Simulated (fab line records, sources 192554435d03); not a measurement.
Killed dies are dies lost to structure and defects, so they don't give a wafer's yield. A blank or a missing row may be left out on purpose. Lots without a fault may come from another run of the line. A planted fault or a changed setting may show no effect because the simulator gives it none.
Chamber matching | flow n5_finfet | N5_BEOL_M13_ETCH_59 on rie_diel-01: 4 sister chambers
The step etches BARC in N2/H2, target depth 89 nm, overetch 26.7 nm, time 67.9 s. 8 wafers are shown with their chamber, then 11 later ones without.

WAFERS WITH THEIR CHAMBER
wafer  | chamber | showerhead_plenum_p_Torr (Torr) | throttle_valve_pct (%)
L078.5 | 2       | 2.62                            | 18.20
L082.1 | 1       | 2.53                            | 18.21
L083.5 | 1       | 2.53                            | 18.22
L083.6 | 3       | 2.61                            | 17.94
L084.1 | 3       | 2.60                            | 17.98
L084.2 | 0       | 2.59                            | 17.59
L084.5 | 2       | 2.62                            | 17.88
L086.1 | 0       | 2.59                            | 17.61

WAFERS WITHOUT THEIR CHAMBER
wafer  | showerhead_plenum_p_Torr (Torr) | throttle_valve_pct (%)
L086.2 | 2.60                            | 17.97
L086.6 | 2.60                            | 17.95
L088.1 | 2.52                            | 18.24
L088.4 | 2.58                            | 17.61
L088.5 | 2.62                            | 17.88
L090.1 | 2.52                            | 18.24
L090.3 | 2.62                            | 17.89
L090.6 | 2.62                            | 17.91
L096.1 | 2.61                            | 17.91
L096.4 | 2.61                            | 17.92
L096.5 | 2.51                            | 18.26

WHICH CHAMBER EACH WENT THROUGH
wafer  | from the rows above     | in truth
L086.2 | 3                       | 3
L086.6 | 3                       | 3
L088.1 | 1                       | 1
L088.4 | 0                       | 0
L088.5 | 2                       | 2
L090.1 | 1                       | 1
L090.3 | 2                       | 2
L090.6 | 2                       | 2
L096.1 | can't be placed: 3 or 2 | 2
L096.4 | can't be placed: 3 or 2 | 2
L096.5 | 1                       | 1
Placed correctly: 9 of 11. Can't be placed from these rows: 2 (the true chamber is among the candidates in 2). Placed wrongly: 0.
How it was worked out, from the rows above alone: a wafer's distance from a chamber is the root of the sum, over the readings, of the square of ((its reading less the chamber's mean) divided by the reading's scatter). The wafer belongs to the nearest chamber; if the next one is less than 2 further off, it can't be placed. A chamber's mean is the mean of its shown wafers. The scatter: the root of (the sum of the squares of (reading less its chamber's mean) over the shown wafers, divided by (wafers less chambers)).
